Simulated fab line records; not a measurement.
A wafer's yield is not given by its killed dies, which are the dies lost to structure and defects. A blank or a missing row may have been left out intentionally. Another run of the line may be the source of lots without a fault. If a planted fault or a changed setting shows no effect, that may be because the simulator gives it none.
Struck lot and sound lot, side by side ; flow n5-finfet ; 38 out of 1938 route steps
Sound: these wafers, L575.1, L575.2, L575.4. Struck: wafer L583.4. (L583.5 of the same lot was not struck and is left out.) The cause comes at the end.
Per side, at each step with rows, come the tool, then ch with its chambers, and then its first start. Under that, the readings that differ: sound wafers ; struck wafers ; difference of the means ; sigmas: that difference in standard deviations of wafers without a fault.
alike: a reading whose means differ by less than 2 such deviations, as well as words and numbers matching on both sides. not compared: withheld readings; readings where some wafer has no value; bounds like >300 that might hide an equal value; numbers whose values overlap and for which the record gives no deviation.
Wherever a step has rows on one side only, a row that says differs or no value, or a row with sigmas, the two part there. Non-overlapping numbers with no deviation appear without sigmas and do not part them. A reading missing from all wafers of one side parts the sides only when that side holds two or more wafers.

first, 9 steps without rows for these wafers: N5_BEOL_M7_DESCUM_33 (chemistry O2, time 7 s); N5_BEOL_M7_ETCH_72 (etches underlayer in N2/H2, target depth 6.5 nm, time 5.2 s); N5_BEOL_M7_ETCH_65 (etches SiARC in CF4, target depth 15.6 nm, time 26 s); N5_BEOL_M7_ETCH_66 (etches SOC in N2/H2, target depth 80 nm, overetch 16 nm, time 120 s); N5_BEOL_M7_STRIP_69 (strips in N2/H2); N5_BEOL_M7_STRIP_73 (strips in N2/H2); N5_BEOL_M7_VIA_ETCH_34 (etches SiCOH lowk in C4F6/O2, target depth 125.5 nm, time 50.5 s); N5_BEOL_M7_STRIP_76 (strips in C4F6/O2); N5_BEOL_M7_STRIP_36 (strips in N2/H2).
N5_BEOL_M7_TRENCH_ETCH_37: etches SiCOH lowk in C4F6/O2, target depth 93.478 nm, time 31.2 s.
  sound on rie-diel-03 ch 1,2,3, day 10 07:42; struck on rie-diel-03 ch 0, day 12 19:33
reading;sound;struck;difference;sigmas
model.etch.depth-nm (nm);93.84 94.21 89.54;79.52;-13.01;
model.BEOL_M7.feature-depth-nm (nm);93.8 94.2 89.6;79.6;-12.9;
  alike: drypump-motor-current-A, oes_o_777_au, oes-product-au, rf-vpp-V, showerhead-plenum-p-Torr, throttle-valve-pct
  not compared: rf-hours-counter-h, model.TiN_of_BEOL_M7_HM_DEP_02.thk-nm
then, 2 steps without rows for these wafers: N5_BEOL_M7_ETCH_41 (etches SiCN in CH3F/O2, target depth 31.9 nm, time 57.8 s); N5_BEOL_M7_STRIP_80 (strips in N2/H2, time 10 s).
N5_BEOL_M7_OCD_MEAS_38:
  sound on ocd-02, day 10 07:52; struck on ocd-02, day 12 19:43
reading;sound;struck;difference;sigmas
trench-depth-nm (nm);93.9 94.6 89.5;79.4;-13.3;-7
then, 13 steps without rows for these wafers: N5_BEOL_M7_HM_STRIP_39 (strips TiN in peroxide tin strip, target depth 25 nm, time 158 s); N5_BEOL_M7_SRD_40 (time 30 s); N5_BEOL_M7_PRECLEAN_42 (cleans in residue remover, time 60 s); N5_BEOL_M7_SRD_43 (time 30 s); N5_BEOL_M7_CURE_75 (cures SiCOH lowk, time 120 s); N5_BEOL_M7_DEGAS_44 (time 60 s); N5_BEOL_M7_PRE_CLEAN_45 (time 30 s); N5_BEOL_M7_ALD_77 (deposits TaN, target thk 2 nm, pulse time 2 s, purge time 3 s); N5_BEOL_M7_SURFACE_TREAT_79; N5_BEOL_M7_CVD_78 (deposits Co from CCTBA/H2, target thk 2 nm, time 142.3 s); N5_BEOL_M7_SPUTTER_48 (material Cu, target thk 10 nm, time 1.667 s); N5_BEOL_M7_ECD_50 (material Cu, target thk 300 nm); N5_BEOL_M7_ANNEAL_51 (time 90 s).
N5_BEOL_M7_CMP_52: polishes, stops on SiCOH lowk, t overpolish 6.9 s, target thk 80 nm.
  sound on cmp-02 ch 0,1,3, day 10 09:59; struck on cmp-02 ch 3, day 12 21:19
reading;sound;struck;difference;sigmas
clearing-platen-down-force-psi (psi);1.5057 1.5043 1.5034;1.4982;-0.0063;-2
model.Cu_of_BEOL_M7_ECD_50.thk-nm (nm);78.8 79.4 75.6;65.6;-12.3;
  alike: barrier-field-endpoint-s, clearing-platen-rpm, motor-current-A, overpolish-run-s, slurry-filter-dp-kPa, slurry-flow-ml-min, time-to-endpoint-s
N5_BEOL_M7_THK_MEAS_53: measures by xrf.
  sound on film-metro-02, day 10 10:14; struck on film-metro-01, day 12 21:35
reading;sound;struck;difference;sigmas
M7_THK (nm);78.2 78.8 75.3;64.2;-13.2;-6
then, 2 steps without rows for these wafers: N5_BEOL_M7_PRE_CLEAN_55 (time 15 s); N5_BEOL_M7_DEP_56 (deposits SiCN from 3MS/NH3, target thk 10 nm, time 17.5 s).
N5_BEOL_M7_RS_MEAS_57: the measuring method here is four-point-probe.
  sound on film-metro-01, day 10 10:24; struck on film-metro-02, day 12 21:43
reading;sound;struck;difference;sigmas
M7_RS (ohm/sq);0.292 0.289 0.306;0.363;+0.067;+7
then, 5 steps without rows for these wafers: N5_BEOL_M8_ILD_DEP_00 (deposits SiCOH lowk from DEMS/porogen, target thk 179.75 nm, time 33.4 s); N5_BEOL_M8_CURE_74 (cures SiCOH lowk, time 240 s); N5_BEOL_M8_PECVD_70 (deposits SiO2 from TEOS/O2, target thk 20 nm, time 22.7 s); N5_BEOL_M8_HM_DEP_02 (deposits TiN, target thk 20 nm); N5_BEOL_M8_COAT_59 (time 60 s, resist thk 100 nm).
-- the record jumps here: 4 days lie between the struck wafers' starts before and after (it left off in module BEOL_M8 and takes up again in module BEOL_M15, whose first step shown is number 1830 of the route) --
N5_BEOL_M15_RC_MEAS_101:
  sound on prober-02 ch 0, day 12 20:20; struck on prober-02 ch 0, day 16 12:16
reading;sound;struck;difference;sigmas
COMB_M5 (S/m);4.2e-11 4.9e-11 6e-11;3.1e-11;-1.9e-11;-3
SERP_M10 (ohm/um);3.08 2.92 3.03;3.19;+0.18;+2
SERP_M7 (ohm/um);13.8 14.6 15.1;17.9;+3.4;+6
SERP_M7_max_site (ohm/um);14.8 15.1 15.7;19.2;+4.0;+6
  alike: COMB_M10, COMB_M11, COMB_M12, COMB_M13, COMB_M14, COMB_M14_max_site, COMB_M15, COMB_M6, COMB_M8, COMB_M9, SERP_M11, SERP_M12, SERP_M12_max_site, SERP_M13, SERP_M14, SERP_M5, SERP_M6, SERP_M8, SERP_M9
N5_PASSIVATION_PROBE_49:
  sound on prober-01, day 13 08:47; struck on prober-01, day 17 06:27
  alike: defect-limited-yield, killed_at_M0_to_M3, killed_at_M4_up, killed-at-contacts, killed-at-front-end, killed-at-other, killed-dies, killed-open, killed-short, sort_bin_5_function, sort_bin_6_memory, sort-n-pass
  not compared: sort_bin_8_speed

WHERE THEY PART
First at N5_BEOL_M7_OCD_MEAS_38; last, within this record, at N5_BEOL_M15_RC_MEAS_101. Later steps at which nothing parts them and some readings are alike: N5_PASSIVATION_PROBE_49.

WHY: the cause the simulator had injected
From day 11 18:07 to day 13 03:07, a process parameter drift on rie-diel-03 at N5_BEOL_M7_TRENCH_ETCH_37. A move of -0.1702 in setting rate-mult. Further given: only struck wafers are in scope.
